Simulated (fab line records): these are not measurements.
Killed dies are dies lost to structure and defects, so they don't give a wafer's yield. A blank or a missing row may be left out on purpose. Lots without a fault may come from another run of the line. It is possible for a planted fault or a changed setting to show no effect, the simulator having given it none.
Struck lot and sound lot, side by side / flow n5_finfet / 16 steps out of a route of 1938
Sound: wafers L602.2, L602.3, L602.4. Struck: wafer L611.3 (left out: L611.5, a lot-mate that was not struck); the cause follows at the end.
For every step that has rows: the tool of each side, followed by ch and its chambers, followed by its first start. Under that, the readings that differ: sound wafers / struck wafers / difference of the means / sigmas: that difference in standard deviations of wafers without a fault.
alike: readings with means less than 2 such deviations apart, plus words and numbers identical on both sides. not compared: withheld readings, readings lacking a value on some wafer, bounds such as >300 that could conceal the same value, and numbers that have no deviation in the record and whose values overlap.
The two part at a step that has a row with sigmas, a row that says differs or no value, or rows on one side only. Numbers that have no deviation but don't overlap get no sigmas and don't part them. A reading that every wafer of one side lacks parts them only if that side has two wafers or more.

first, 4 steps without rows for these wafers: N5_BEOL_M10_HM_STRIP_39 (strips TiN in peroxide tin strip, target depth 25 nm, time 158 s); N5_BEOL_M10_SRD_40 (time 30 s); N5_BEOL_M10_PRECLEAN_42 (cleans in residue remover, time 60 s); N5_BEOL_M10_SRD_43 (time 30 s).
N5_BEOL_M10_CD_MEAS_35 targets a cd of 70 nm.
  sound on cd_sem-01 at day 9 21:09; struck on cd_sem-01 at day 12 03:15
  alike: cd_nm
then, 1 step without rows for these wafers: N5_BEOL_M10_CURE_72 (cures SiCOH lowk, time 120 s).
N5_BEOL_M10_DEGAS_44: time 60 s.
  sound on pvd_sputter-03 at day 9 21:51; struck on pvd_sputter-03 at day 12 03:56
  alike: heater_power_w
N5_BEOL_M10_PRE_CLEAN_45: time 30 s.
  sound on pvd_sputter-03 at day 9 21:53; struck on pvd_sputter-03 at day 12 03:58
  alike: heater_power_w
N5_BEOL_M10_ALD_74: deposits TaN, target thk 2 nm, pulse time 2 s, purge time 3 s.
  sound on ald_metal-02 ch 0,2,3, day 9 21:58; struck on ald_metal-02 ch 3, day 12 04:03
  alike: heater_power_outer_w, heater_power_w
then, 2 steps without rows for these wafers: N5_BEOL_M10_SURFACE_TREAT_76; N5_BEOL_M10_CVD_75 (deposits Co from CCTBA/H2, target thk 2 nm, time 138.9 s).
N5_BEOL_M10_SPUTTER_48: material Cu, target thk 12 nm, time 2 s.
  sound on pvd_sputter-03 at day 9 22:39; struck on pvd_sputter-03 at day 12 04:37
  alike: throttle_valve_pct
N5_BEOL_M10_ECD_50: material Cu, target thk 318 nm.
  sound on ecd_cu-01 ch 0,1, day 9 22:46; struck on ecd_cu-02 ch 0, day 12 04:46
reading=model.Cu_of_BEOL_M10_ECD_50.thk_nm (nm); sound=322.6 320.8 318.4; struck=220.4; difference=-100.2; sigmas=
N5_BEOL_M10_ANNEAL_51: time 90 s.
  sound on rtp_anneal-02 ch 0, day 9 22:55; struck on rtp_anneal-01 ch 0, day 12 05:13
reading=wafer_temp_C_max; sound=226.8 226.8 226.8; struck=225.9; difference=-0.9; sigmas=-2
N5_BEOL_M10_CMP_52: polishes, stops on SiCOH lowk, t overpolish 7 s, target thk 140 nm.
  sound on cmp-01 ch 0,1,2, day 9 23:10; struck on cmp-01 ch 1, day 12 05:31
reading=time_to_endpoint_s (s); sound=70.0 69.6 71.0; struck=42.5; difference=-27.7; sigmas=-11
  alike: clearing_platen_down_force_psi, motor_current_A
N5_BEOL_M10_THK_MEAS_53: measures by xrf.
  sound on film_metro-01 at day 9 23:28; struck on film_metro-02 at day 12 05:49
  alike: M10_THK

## WHERE THEY PART
First at N5_BEOL_M10_ANNEAL_51; last, within this record, at N5_BEOL_M10_CMP_52. Later steps at which nothing parts them and some readings are alike: N5_BEOL_M10_THK_MEAS_53.

WHY: what had been put in by the simulator
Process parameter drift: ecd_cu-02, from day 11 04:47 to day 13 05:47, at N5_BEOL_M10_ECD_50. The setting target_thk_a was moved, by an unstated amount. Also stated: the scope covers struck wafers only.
